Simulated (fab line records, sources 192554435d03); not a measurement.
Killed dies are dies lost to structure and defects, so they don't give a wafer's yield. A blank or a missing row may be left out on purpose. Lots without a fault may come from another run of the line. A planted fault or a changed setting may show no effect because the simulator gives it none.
Which tool did it? | flow n5_finfet | 11 lots, 29 wafers sampled, at 4 steps of a route of 1938

WHAT THE GAUGES READ, wafer by wafer
N5_BEOL_M10_THK_MEAS_53: measures by xrf. Usual: M10_THK 138.8 nm, standard deviation 2.6.
lot  | measured     | on            | M10_THK (nm)      | flag
L512 | day 11 22:08 | film_metro-01 | 138.8 141.5 138.3 |
L513 | day 12 01:32 | film_metro-01 | 141.2 143.6 138.1 |
L517 | day 12 02:36 | film_metro-01 | 141.9 139.9       |
L520 | day 12 08:44 | film_metro-02 | 133.3 138.2       |
L515 | day 12 11:38 | film_metro-01 | 141.3 133.7 141.8 |
L522 | day 13 23:10 | film_metro-01 | 138.9 139.8       |
L525 | day 15 00:08 | film_metro-01 | 139.9 138.9 136.7 |
L528 | day 15 03:44 | film_metro-01 | 135.4 136.6 136.3 |
L530 | day 15 16:25 | film_metro-02 | 134.4 137.6 134.3 |
L532 | day 16 01:43 | film_metro-02 | 139.3 142.9       |
L533 | day 16 09:49 | film_metro-02 | 138.8 139.8 140.4 |

WHICH TOOL RAN EACH LOT (tool, then ch and the chambers of the sampled wafers, then the start)
lot  | N5_BEOL_M10_PECVD_70            | N5_BEOL_M10_DEGAS_44         | N5_BEOL_M10_CMP_52
L512 | pecvd-02 ch 0,1,2, day 11 13:13 | pvd_sputter-03, day 11 19:28 | cmp-02 ch 1,2,3, day 11 21:55
L513 | pecvd-04 ch 0,1,2, day 11 17:23 | pvd_sputter-01, day 11 21:36 | cmp-04 ch 0,1,2, day 12 01:14
L517 | pecvd-04 ch 0,1, day 11 19:55   | pvd_sputter-01, day 12 00:41 | cmp-04 ch 0,3, day 12 02:19
L520 | pecvd-02 ch 1,2, day 12 02:51   | pvd_sputter-01, day 12 07:21 | cmp-04 ch 1,3, day 12 08:31
L515 | pecvd-04 ch 0,1,2, day 12 03:42 | pvd_sputter-03, day 12 08:08 | cmp-04 ch 0,1,2, day 12 11:25
L522 | pecvd-04 ch 0,2, day 13 14:47   | pvd_sputter-03, day 13 21:40 | cmp-01 ch 2, day 13 22:52
L525 | pecvd-04 ch 1,2, day 14 17:15   | pvd_sputter-01, day 14 21:53 | cmp-04 ch 2,3, day 14 23:52
L528 | pecvd-03 ch 0,2, day 14 17:59   | pvd_sputter-03, day 15 00:48 | cmp-01 ch 0,1, day 15 03:26
L530 | pecvd-02 ch 1,2, day 15 09:57   | pvd_sputter-02, day 15 14:44 | cmp-01 ch 0,2,3, day 15 16:07
L532 | pecvd-03 ch 0,1, day 15 16:41   | pvd_sputter-02, day 15 23:50 | cmp-02 ch 0,2, day 16 01:25
L533 | pecvd-03 ch 0,1,2, day 16 02:01 | pvd_sputter-03, day 16 06:47 | cmp-02 ch 0,3, day 16 09:34
- N5_BEOL_M10_PECVD_70: deposits SiO2 from TEOS/O2, target thk 20 nm, time 22.7 s.
- N5_BEOL_M10_DEGAS_44: time 60 s.
- N5_BEOL_M10_CMP_52: polishes, stops on SiCOH lowk, t overpolish 7 s, target thk 140 nm.

WHAT THE TOOLS THEMSELVES READ (means of the sampled wafers that have a number; where no wafer has one, the mark that the record gives instead)
N5_BEOL_M10_PECVD_70. Usual: chamber_pressure_Torr 5.499 Torr, standard deviation 0.012; heater_power_w 712 W, standard deviation 110; showerhead_plenum_p_Torr 8.79 Torr, standard deviation 0.064; throttle_valve_pct 22.2 %, standard deviation 0.65.
lot  | tool     | chamber_pressure_Torr (Torr) | heater_power_w (W) | showerhead_plenum_p_Torr (Torr) | throttle_valve_pct (%) | flag
L512 | pecvd-02 | 5.499                        | 658                | 8.79                            | 22.3                   |
L513 | pecvd-04 | 5.491                        | 796                | 8.79                            | 21.8                   |
L517 | pecvd-04 | 5.496                        | 829                | 8.79                            | 22.1                   |
L520 | pecvd-02 | 5.516                        | 659                | 8.80                            | 22.2                   |
L515 | pecvd-04 | 5.504                        | 827                | 8.80                            | 22.1                   |
L522 | pecvd-04 | 5.490                        | 795                | 8.84                            | 22.3                   |
L525 | pecvd-04 | 5.486                        | 756                | 8.73                            | 21.6                   |
L528 | pecvd-03 | 5.503                        | 619                | 8.76                            | 21.5                   |
L530 | pecvd-02 | 5.494                        | 722                | 8.78                            | 22.7                   |
L532 | pecvd-03 | 5.503                        | 729                | 8.76                            | 22.7                   |
L533 | pecvd-03 | 5.502                        | 687                | 8.79                            | 22.3                   |

N5_BEOL_M10_DEGAS_44. Usual: heater_power_w 334 W, standard deviation 36.
lot  | tool           | heater_power_w (W) | flag
L512 | pvd_sputter-03 | 334                |
L513 | pvd_sputter-01 | 324                |
L517 | pvd_sputter-01 | 325                |
L520 | pvd_sputter-01 | 291                |
L515 | pvd_sputter-03 | 354                |
L522 | pvd_sputter-03 | 356                |
L525 | pvd_sputter-01 | 321                |
L528 | pvd_sputter-03 | 325                |
L530 | pvd_sputter-02 | 312                |
L532 | pvd_sputter-02 | 317                |
L533 | pvd_sputter-03 | 367                |

N5_BEOL_M10_CMP_52. Usual: barrier_field_endpoint_s 28.9 s, standard deviation 0.78; clearing_platen_rpm 50.000 rpm, standard deviation 0.026; motor_current_A 6.0 A, standard deviation 0.63; retaining_ring_pressure_frac 1.000, standard deviation 0.0049.
lot  | tool   | barrier_field_endpoint_s (s) | clearing_platen_rpm (rpm) | motor_current_A (A) | retaining_ring_pressure_frac | flag
L512 | cmp-02 | 28.7                         | 50.011                    | 5.9                 | 1.002                        |
L513 | cmp-04 | 29.7                         | 49.993                    | 5.3                 | 0.997                        |
L517 | cmp-04 | 28.9                         | 50.022                    | 6.1                 | 0.997                        |
L520 | cmp-04 | 28.9                         | 49.993                    | 6.4                 | 0.999                        |
L515 | cmp-04 | 28.3                         | 49.994                    | 5.3                 | 1.004                        |
L522 | cmp-01 | 37.0                         | 50.044                    | 5.6                 | 0.998                        | OFF
L525 | cmp-04 | 32.5                         | 50.016                    | 5.8                 | 1.007                        | OFF
L528 | cmp-01 | 28.2                         | 49.997                    | 6.5                 | 1.001                        |
L530 | cmp-01 | 28.3                         | 49.978                    | 6.0                 | 1.001                        |
L532 | cmp-02 | 29.2                         | 49.999                    | 6.3                 | 1.006                        |
L533 | cmp-02 | 29.3                         | 50.003                    | 6.3                 | 0.996                        |

THE ANSWER, worked out from the rows above alone
Rule: a lot is off if the mean of its wafers that have a number lies more than 3 standard deviations from the usual mean. A lot without any number at a reading at which 4 lots or more have one is off too. The other lots that the step has rows for count as sound. The gauges are gone through in route order, then the tools' own readings, and for those a lot's mean is taken as printed above. The first step at which some lot is off is used, and at that step the reading that is off furthest; a lot without a number counts as furthest.
Off: L522, L525, at N5_BEOL_M10_CMP_52 (barrier_field_endpoint_s).
A tool fits if, at that step or a process step before it, it ran every lot that is off, and no sound lot after the first of them. One fits: pecvd-04 at N5_BEOL_M10_PECVD_70. Its last sound lot is L515 (day 12 03:42), its first lot that is off L522 (day 13 14:47): a fault that began between those two fits.

WHAT THE SIMULATOR HAD PUT IN
Process parameter drift: pecvd-04, from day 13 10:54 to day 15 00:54, at N5_BEOL_M10_PECVD_70. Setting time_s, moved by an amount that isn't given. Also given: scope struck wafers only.
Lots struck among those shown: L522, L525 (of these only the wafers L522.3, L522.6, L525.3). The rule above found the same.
